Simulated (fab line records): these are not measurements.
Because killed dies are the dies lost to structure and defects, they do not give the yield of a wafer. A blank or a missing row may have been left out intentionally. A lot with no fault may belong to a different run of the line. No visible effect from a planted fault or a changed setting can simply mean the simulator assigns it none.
Which tool is to blame? || flow nand_harc || 38 wafers from 13 lots sampled at 5 of the route's 1159 steps

## WHAT EACH GAUGE READ, for each wafer
NHARC_A_BLC_CD_MEAS_19. Usual: 100.0 nm for cd_nm, sd 1.4.
{"lot": "L287", "measured": "day 16 22:19", "on": "cd_sem-01", "cd_nm (nm)": "99.9 99.5 101.0", "flag": ""}
{"lot": "L289", "measured": "day 17 19:36", "on": "cd_sem-01", "cd_nm (nm)": "99.2 99.3 102.8", "flag": ""}
{"lot": "L290", "measured": "day 17 20:11", "on": "cd_sem-02", "cd_nm (nm)": "95.7 97.7 98.8", "flag": ""}
{"lot": "L291", "measured": "day 17 21:37", "on": "cd_sem-03", "cd_nm (nm)": "100.0 99.5 101.9", "flag": ""}
{"lot": "L292", "measured": "day 18 06:42", "on": "cd_sem-02", "cd_nm (nm)": "100.2 100.7 97.3", "flag": ""}
{"lot": "L293", "measured": "day 18 10:32", "on": "cd_sem-01", "cd_nm (nm)": "100.9 101.2 100.0", "flag": ""}
{"lot": "L295", "measured": "day 19 18:38", "on": "cd_sem-01", "cd_nm (nm)": "100.1 101.2 99.3", "flag": ""}
{"lot": "L300", "measured": "day 20 02:37", "on": "cd_sem-03", "cd_nm (nm)": "102.3 99.9 101.5", "flag": ""}
{"lot": "L299", "measured": "day 20 07:07", "on": "cd_sem-01", "cd_nm (nm)": "99.8 103.5 99.6", "flag": ""}
{"lot": "L301", "measured": "day 20 15:01", "on": "cd_sem-01", "cd_nm (nm)": "99.1 99.5 97.3", "flag": ""}
{"lot": "L307", "measured": "day 22 08:53", "on": "cd_sem-02", "cd_nm (nm)": "97.9 101.2 99.6", "flag": ""}
{"lot": "L309", "measured": "day 22 22:11", "on": "cd_sem-03", "cd_nm (nm)": "98.9 98.0", "flag": ""}
{"lot": "L308", "measured": "day 23 03:03", "on": "cd_sem-01", "cd_nm (nm)": "101.8 99.5 100.2", "flag": ""}

NHARC_END_SORT_01. Usual: killed_at_array 27, standard deviation 10; killed_at_other 0.6, standard deviation 1; killed_at_periphery 3.4, standard deviation 2.7; killed_dies 31, standard deviation 9.7; killed_open 3.4, standard deviation 1.7; killed_short 2.2, standard deviation 1.5.
{"lot": "L300", "measured": "day 21 22:49", "on": "prober-02", "killed_at_array": "13 16 17", "killed_at_other": "0 0 0", "killed_at_periphery": "0 0 6", "killed_dies": "13 16 23", "killed_open": "1 3 3", "killed_short": "0 2 3", "flag": ""}
{"lot": "L301", "measured": "day 23 01:27", "on": "prober-02", "killed_at_array": 38, "killed_at_other": 0, "killed_at_periphery": 1, "killed_dies": 39, "killed_open": 7, "killed_short": 3, "flag": ""}

## TOOL THAT RAN EACH LOT (tool first, then ch and the chambers of the sampled wafers, then the start)
{"lot": "L287", "NHARC_A_BLC_ETCH_16": "rie_diel-13 ch 0,1,3, day 16 21:26", "NHARC_A_BLC_STRIP_21": "rie_diel-04 ch 0,2,3, day 16 22:29", "NHARC_A_BLC_ALD_23": "ald_metal-02 ch 1,2,3, day 16 23:10"}
{"lot": "L289", "NHARC_A_BLC_ETCH_16": "rie_diel-04 ch 0,1,3, day 17 18:43", "NHARC_A_BLC_STRIP_21": "rie_diel-09 ch 0,3, day 17 19:48", "NHARC_A_BLC_ALD_23": "ald_metal-03 ch 0,3, day 17 20:30"}
{"lot": "L290", "NHARC_A_BLC_ETCH_16": "rie_diel-13 ch 1,2, day 17 19:18", "NHARC_A_BLC_STRIP_21": "rie_diel-04 ch 0,1,3, day 17 20:23", "NHARC_A_BLC_ALD_23": "ald_metal-01 ch 1,2,3, day 17 21:04"}
{"lot": "L291", "NHARC_A_BLC_ETCH_16": "rie_diel-09 ch 0,2, day 17 20:39", "NHARC_A_BLC_STRIP_21": "rie_diel-13 ch 0,3, day 17 21:48", "NHARC_A_BLC_ALD_23": "ald_metal-01 ch 0,1,3, day 17 22:29"}
{"lot": "L292", "NHARC_A_BLC_ETCH_16": "rie_diel-13 ch 1,2,3, day 18 05:49", "NHARC_A_BLC_STRIP_21": "rie_diel-13 ch 0,1,3, day 18 06:53", "NHARC_A_BLC_ALD_23": "ald_metal-02 ch 0,1,3, day 18 07:32"}
{"lot": "L293", "NHARC_A_BLC_ETCH_16": "rie_diel-04 ch 0,2,3, day 18 09:39", "NHARC_A_BLC_STRIP_21": "rie_diel-04 ch 0,1,3, day 18 10:43", "NHARC_A_BLC_ALD_23": "ald_metal-01 ch 0,1,2, day 18 11:23"}
{"lot": "L295", "NHARC_A_BLC_ETCH_16": "rie_diel-04 ch 0,1,3, day 19 17:44", "NHARC_A_BLC_STRIP_21": "rie_diel-04 ch 0,2,3, day 19 18:49", "NHARC_A_BLC_ALD_23": "ald_metal-03 ch 0,2,3, day 19 19:37"}
{"lot": "L300", "NHARC_A_BLC_ETCH_16": "rie_diel-04 ch 0,1,3, day 20 01:35", "NHARC_A_BLC_STRIP_21": "rie_diel-04 ch 1,3, day 20 02:50", "NHARC_A_BLC_ALD_23": "ald_metal-03 ch 1,2,3, day 20 03:30"}
{"lot": "L299", "NHARC_A_BLC_ETCH_16": "rie_diel-13 ch 0,2,3, day 20 06:14", "NHARC_A_BLC_STRIP_21": "rie_diel-09 ch 0,1, day 20 07:18", "NHARC_A_BLC_ALD_23": "ald_metal-03 ch 0,3, day 20 07:58"}
{"lot": "L301", "NHARC_A_BLC_ETCH_16": "rie_diel-13 ch 0,1,3, day 20 14:08", "NHARC_A_BLC_STRIP_21": "rie_diel-13 ch 0,1,2, day 20 15:12", "NHARC_A_BLC_ALD_23": "ald_metal-01 ch 1,3, day 20 15:52"}
{"lot": "L307", "NHARC_A_BLC_ETCH_16": "rie_diel-13 ch 0,1,3, day 22 08:00", "NHARC_A_BLC_STRIP_21": "rie_diel-13 ch 2,3, day 22 09:04", "NHARC_A_BLC_ALD_23": "ald_metal-03 ch 0,1,2, day 22 09:44"}
{"lot": "L309", "NHARC_A_BLC_ETCH_16": "rie_diel-13 ch 1,3, day 22 21:16", "NHARC_A_BLC_STRIP_21": "rie_diel-09 ch 2,3, day 22 22:22", "NHARC_A_BLC_ALD_23": "ald_metal-03 ch 0,3, day 22 23:01"}
{"lot": "L308", "NHARC_A_BLC_ETCH_16": "rie_diel-04 ch 1,3, day 23 02:01", "NHARC_A_BLC_STRIP_21": "rie_diel-04 ch 1,2, day 23 03:16", "NHARC_A_BLC_ALD_23": "ald_metal-03 ch 0,2, day 23 04:08"}
- NHARC_A_BLC_ETCH_16: etches the open film in CF4, target depth 39 nm, time 65 s.
- NHARC_A_BLC_STRIP_21: strips in O2.
- NHARC_A_BLC_ALD_23: deposits TiN, target thk 3 nm, pulse time 1 s, ald cycles 150.

## WHAT THE TOOLS THEMSELVES READ (means of the sampled wafers that have a number; where no wafer has one, the mark that the record gives instead)
NHARC_A_BLC_ETCH_16. Usual: drypump_motor_current_A 5.6 A, standard deviation 0.41; oes_product_au 0.999 a.u., standard deviation 0.0068; rf_vpp_V 151.3 V, standard deviation 1.2; showerhead_plenum_p_Torr 1.76 Torr, standard deviation 0.063; throttle_valve_pct 13.283 %, standard deviation 0.0086.
{"lot": "L287", "tool": "rie_diel-13", "drypump_motor_current_A (A)": 5.8, "oes_product_au (a.u.)": 1.000, "rf_vpp_V (V)": 151.8, "showerhead_plenum_p_Torr (Torr)": 1.80, "throttle_valve_pct (%)": 13.288, "flag": ""}
{"lot": "L289", "tool": "rie_diel-04", "drypump_motor_current_A (A)": 5.4, "oes_product_au (a.u.)": 0.998, "rf_vpp_V (V)": 151.4, "showerhead_plenum_p_Torr (Torr)": 1.73, "throttle_valve_pct (%)": 13.277, "flag": ""}
{"lot": "L290", "tool": "rie_diel-13", "drypump_motor_current_A (A)": 5.6, "oes_product_au (a.u.)": 0.999, "rf_vpp_V (V)": 151.4, "showerhead_plenum_p_Torr (Torr)": 1.76, "throttle_valve_pct (%)": 13.286, "flag": ""}
{"lot": "L291", "tool": "rie_diel-09", "drypump_motor_current_A (A)": 5.0, "oes_product_au (a.u.)": 1.000, "rf_vpp_V (V)": 150.5, "showerhead_plenum_p_Torr (Torr)": 1.75, "throttle_valve_pct (%)": 13.286, "flag": ""}
{"lot": "L292", "tool": "rie_diel-13", "drypump_motor_current_A (A)": 5.7, "oes_product_au (a.u.)": 0.997, "rf_vpp_V (V)": 150.9, "showerhead_plenum_p_Torr (Torr)": 1.76, "throttle_valve_pct (%)": 13.278, "flag": ""}
{"lot": "L293", "tool": "rie_diel-04", "drypump_motor_current_A (A)": 5.8, "oes_product_au (a.u.)": 1.003, "rf_vpp_V (V)": 150.6, "showerhead_plenum_p_Torr (Torr)": 1.75, "throttle_valve_pct (%)": 13.283, "flag": ""}
{"lot": "L295", "tool": "rie_diel-04", "drypump_motor_current_A (A)": 5.5, "oes_product_au (a.u.)": 1.000, "rf_vpp_V (V)": 150.6, "showerhead_plenum_p_Torr (Torr)": 1.73, "throttle_valve_pct (%)": 13.276, "flag": ""}
{"lot": "L300", "tool": "rie_diel-04", "drypump_motor_current_A (A)": 5.4, "oes_product_au (a.u.)": 1.001, "rf_vpp_V (V)": 149.9, "showerhead_plenum_p_Torr (Torr)": 1.73, "throttle_valve_pct (%)": 13.286, "flag": ""}
{"lot": "L299", "tool": "rie_diel-13", "drypump_motor_current_A (A)": 5.6, "oes_product_au (a.u.)": 1.000, "rf_vpp_V (V)": 150.9, "showerhead_plenum_p_Torr (Torr)": 1.76, "throttle_valve_pct (%)": 13.278, "flag": ""}
{"lot": "L301", "tool": "rie_diel-13", "drypump_motor_current_A (A)": 5.8, "oes_product_au (a.u.)": 0.999, "rf_vpp_V (V)": 151.7, "showerhead_plenum_p_Torr (Torr)": 1.80, "throttle_valve_pct (%)": 13.274, "flag": ""}
{"lot": "L307", "tool": "rie_diel-13", "drypump_motor_current_A (A)": 5.8, "oes_product_au (a.u.)": 0.996, "rf_vpp_V (V)": 152.4, "showerhead_plenum_p_Torr (Torr)": 1.80, "throttle_valve_pct (%)": 13.285, "flag": ""}
{"lot": "L309", "tool": "rie_diel-13", "drypump_motor_current_A (A)": 5.9, "oes_product_au (a.u.)": 0.998, "rf_vpp_V (V)": 152.2, "showerhead_plenum_p_Torr (Torr)": 1.79, "throttle_valve_pct (%)": 13.279, "flag": ""}
{"lot": "L308", "tool": "rie_diel-04", "drypump_motor_current_A (A)": 5.3, "oes_product_au (a.u.)": 1.003, "rf_vpp_V (V)": 150.9, "showerhead_plenum_p_Torr (Torr)": 1.73, "throttle_valve_pct (%)": 13.280, "flag": ""}

NHARC_A_BLC_STRIP_21. Usual: drypump_motor_current_A 5.6 A, standard deviation 0.41; oes_product_au 0.999 a.u., standard deviation 0.0069; rf_vpp_V 57.9 V, standard deviation 0.87; showerhead_plenum_p_Torr 3.51 Torr, standard deviation 0.13; throttle_valve_pct 17.037 %, standard deviation 0.0096.
{"lot": "L287", "tool": "rie_diel-04", "drypump_motor_current_A (A)": 5.8, "oes_product_au (a.u.)": 1.000, "rf_vpp_V (V)": 57.8, "showerhead_plenum_p_Torr (Torr)": 3.49, "throttle_valve_pct (%)": 17.039, "flag": ""}
{"lot": "L289", "tool": "rie_diel-09", "drypump_motor_current_A (A)": 5.4, "oes_product_au (a.u.)": 0.998, "rf_vpp_V (V)": 59.0, "showerhead_plenum_p_Torr (Torr)": 3.69, "throttle_valve_pct (%)": 17.029, "flag": ""}
{"lot": "L290", "tool": "rie_diel-04", "drypump_motor_current_A (A)": 5.4, "oes_product_au (a.u.)": 0.996, "rf_vpp_V (V)": 57.3, "showerhead_plenum_p_Torr (Torr)": 3.45, "throttle_valve_pct (%)": 17.034, "flag": ""}
{"lot": "L291", "tool": "rie_diel-13", "drypump_motor_current_A (A)": 5.8, "oes_product_au (a.u.)": 0.996, "rf_vpp_V (V)": 57.5, "showerhead_plenum_p_Torr (Torr)": 3.60, "throttle_valve_pct (%)": 17.034, "flag": ""}
{"lot": "L292", "tool": "rie_diel-13", "drypump_motor_current_A (A)": 5.8, "oes_product_au (a.u.)": 0.996, "rf_vpp_V (V)": 58.3, "showerhead_plenum_p_Torr (Torr)": 3.59, "throttle_valve_pct (%)": 17.039, "flag": ""}
{"lot": "L293", "tool": "rie_diel-04", "drypump_motor_current_A (A)": 5.4, "oes_product_au (a.u.)": 1.004, "rf_vpp_V (V)": 57.7, "showerhead_plenum_p_Torr (Torr)": 3.45, "throttle_valve_pct (%)": 17.024, "flag": ""}
{"lot": "L295", "tool": "rie_diel-04", "drypump_motor_current_A (A)": 5.8, "oes_product_au (a.u.)": 1.001, "rf_vpp_V (V)": 58.2, "showerhead_plenum_p_Torr (Torr)": 3.48, "throttle_valve_pct (%)": 17.039, "flag": ""}
{"lot": "L300", "tool": "rie_diel-04", "drypump_motor_current_A (A)": 5.3, "oes_product_au (a.u.)": 0.989, "rf_vpp_V (V)": 56.5, "showerhead_plenum_p_Torr (Torr)": 3.46, "throttle_valve_pct (%)": 17.050, "flag": ""}
{"lot": "L299", "tool": "rie_diel-09", "drypump_motor_current_A (A)": 5.0, "oes_product_au (a.u.)": 0.997, "rf_vpp_V (V)": 58.2, "showerhead_plenum_p_Torr (Torr)": 3.46, "throttle_valve_pct (%)": 17.042, "flag": ""}
{"lot": "L301", "tool": "rie_diel-13", "drypump_motor_current_A (A)": 5.5, "oes_product_au (a.u.)": 1.002, "rf_vpp_V (V)": 57.5, "showerhead_plenum_p_Torr (Torr)": 3.51, "throttle_valve_pct (%)": 17.033, "flag": ""}
{"lot": "L307", "tool": "rie_diel-13", "drypump_motor_current_A (A)": 5.5, "oes_product_au (a.u.)": 1.007, "rf_vpp_V (V)": 57.5, "showerhead_plenum_p_Torr (Torr)": 3.44, "throttle_valve_pct (%)": 17.043, "flag": ""}
{"lot": "L309", "tool": "rie_diel-09", "drypump_motor_current_A (A)": 5.2, "oes_product_au (a.u.)": 0.996, "rf_vpp_V (V)": 58.1, "showerhead_plenum_p_Torr (Torr)": 3.60, "throttle_valve_pct (%)": 17.034, "flag": ""}
{"lot": "L308", "tool": "rie_diel-04", "drypump_motor_current_A (A)": 5.7, "oes_product_au (a.u.)": 1.003, "rf_vpp_V (V)": 58.6, "showerhead_plenum_p_Torr (Torr)": 3.60, "throttle_valve_pct (%)": 17.043, "flag": ""}

NHARC_A_BLC_ALD_23. Usual: heater_power_w 1073 W, standard deviation 72; precursor_pulse_height_rel 1.000, standard deviation 0.021.
{"lot": "L287", "tool": "ald_metal-02", "heater_power_w (W)": 1098, "precursor_pulse_height_rel": 1.020, "flag": ""}
{"lot": "L289", "tool": "ald_metal-03", "heater_power_w (W)": 1029, "precursor_pulse_height_rel": 1.015, "flag": ""}
{"lot": "L290", "tool": "ald_metal-01", "heater_power_w (W)": 1084, "precursor_pulse_height_rel": 0.997, "flag": ""}
{"lot": "L291", "tool": "ald_metal-01", "heater_power_w (W)": 1076, "precursor_pulse_height_rel": 0.986, "flag": ""}
{"lot": "L292", "tool": "ald_metal-02", "heater_power_w (W)": 1054, "precursor_pulse_height_rel": 1.002, "flag": ""}
{"lot": "L293", "tool": "ald_metal-01", "heater_power_w (W)": 1068, "precursor_pulse_height_rel": 0.984, "flag": ""}
{"lot": "L295", "tool": "ald_metal-03", "heater_power_w (W)": 1063, "precursor_pulse_height_rel": 1.004, "flag": ""}
{"lot": "L300", "tool": "ald_metal-03", "heater_power_w (W)": 1083, "precursor_pulse_height_rel": 0.986, "flag": ""}
{"lot": "L299", "tool": "ald_metal-03", "heater_power_w (W)": 1046, "precursor_pulse_height_rel": 0.982, "flag": ""}
{"lot": "L301", "tool": "ald_metal-01", "heater_power_w (W)": 1031, "precursor_pulse_height_rel": 1.005, "flag": ""}
{"lot": "L307", "tool": "ald_metal-03", "heater_power_w (W)": 1061, "precursor_pulse_height_rel": 0.998, "flag": ""}
{"lot": "L309", "tool": "ald_metal-03", "heater_power_w (W)": 1020, "precursor_pulse_height_rel": 0.972, "flag": ""}
{"lot": "L308", "tool": "ald_metal-03", "heater_power_w (W)": 1091, "precursor_pulse_height_rel": 1.001, "flag": ""}

## THE ANSWER, worked out from the rows above alone
Rule: a lot counts as off when the mean over its wafers that have a number is more than 3 standard deviations away from the usual mean. Also off: a lot with no number at a reading for which 4 or more lots have one. All remaining lots with rows at the step are treated as sound. First the gauges in route order, then the tools' own readings, where a lot's mean is used as printed above. At the first step where some lot is off, the reading lying furthest off is the one used; lots without a number count as furthest.
No lot is off on any of the readings shown, so nothing can be concluded from this.

## WHAT THE SIMULATOR HAD PUT IN
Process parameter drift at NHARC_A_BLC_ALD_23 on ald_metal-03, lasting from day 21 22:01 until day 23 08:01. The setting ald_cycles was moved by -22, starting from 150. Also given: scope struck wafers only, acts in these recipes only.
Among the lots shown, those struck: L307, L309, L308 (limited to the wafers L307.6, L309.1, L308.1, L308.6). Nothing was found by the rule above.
